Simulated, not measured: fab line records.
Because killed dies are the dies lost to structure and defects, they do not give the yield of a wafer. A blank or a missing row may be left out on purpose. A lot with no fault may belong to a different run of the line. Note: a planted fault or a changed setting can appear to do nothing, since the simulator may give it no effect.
Chamber matching + flow nand-harc + rie-diel-03 running NHARC_A_CONTACT_ETCH_90: 4 sister chambers
The step etches the open film in CH3F/O2, target depth 40 nm, time 85.7 s. 4 wafers are shown with their chamber, then 11 later ones without.

## EACH WAFER AND ITS CHAMBER
| wafer  | chamber | showerhead-plenum-p-Torr (Torr) |
|--------|---------|---------------------------------|
| L085.5 | 1       | 2.59                            |
| L091.1 | 0       | 2.30                            |
| L091.2 | 2       | 2.29                            |
| L090.1 | 3       | 2.57                            |

## WAFERS MISSING THEIR CHAMBER
| wafer  | showerhead-plenum-p-Torr (Torr) |
|--------|---------------------------------|
| L090.3 | 2.58                            |
| L090.5 | 2.29                            |
| L092.1 | 2.57                            |
| L092.2 | 2.29                            |
| L092.4 | 2.58                            |
| L095.1 | 2.58                            |
| L095.2 | 2.29                            |
| L095.5 | 2.30                            |
| L096.1 | 2.28                            |
| L096.3 | 2.57                            |
| L096.6 | 2.28                            |

## WHICH CHAMBER EACH WENT THROUGH
| wafer  | from the rows above     | in truth |
|--------|-------------------------|----------|
| L090.3 | can't be placed: 1 or 3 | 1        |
| L090.5 | can't be placed: 2 or 0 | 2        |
| L092.1 | 3                       | 3        |
| L092.2 | can't be placed: 2 or 0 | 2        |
| L092.4 | can't be placed: 1 or 3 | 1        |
| L095.1 | can't be placed: 1 or 3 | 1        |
| L095.2 | can't be placed: 2 or 0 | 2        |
| L095.5 | can't be placed: 0 or 2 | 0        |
| L096.1 | can't be placed: 2 or 0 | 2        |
| L096.3 | 3                       | 3        |
| L096.6 | can't be placed: 2 or 0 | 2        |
Correctly placed: 2 of 11. These rows do not allow placing 9 (true chamber among the candidates in 9). Number placed wrongly: 0.
How it was worked out, from the rows above alone: a wafer's distance from a chamber is the root of the sum, over the readings, of the square of ((its reading less the chamber's mean) divided by the reading's scatter). If the next closest chamber is less than 2 further off than the closest, the wafer can't be placed; otherwise it belongs to the closest. A chamber's mean is the mean of its shown wafers. The scatter (one wafer shown for each chamber): square how far every hidden wafer sits from the nearest shown wafer, average those squares and take the square root.
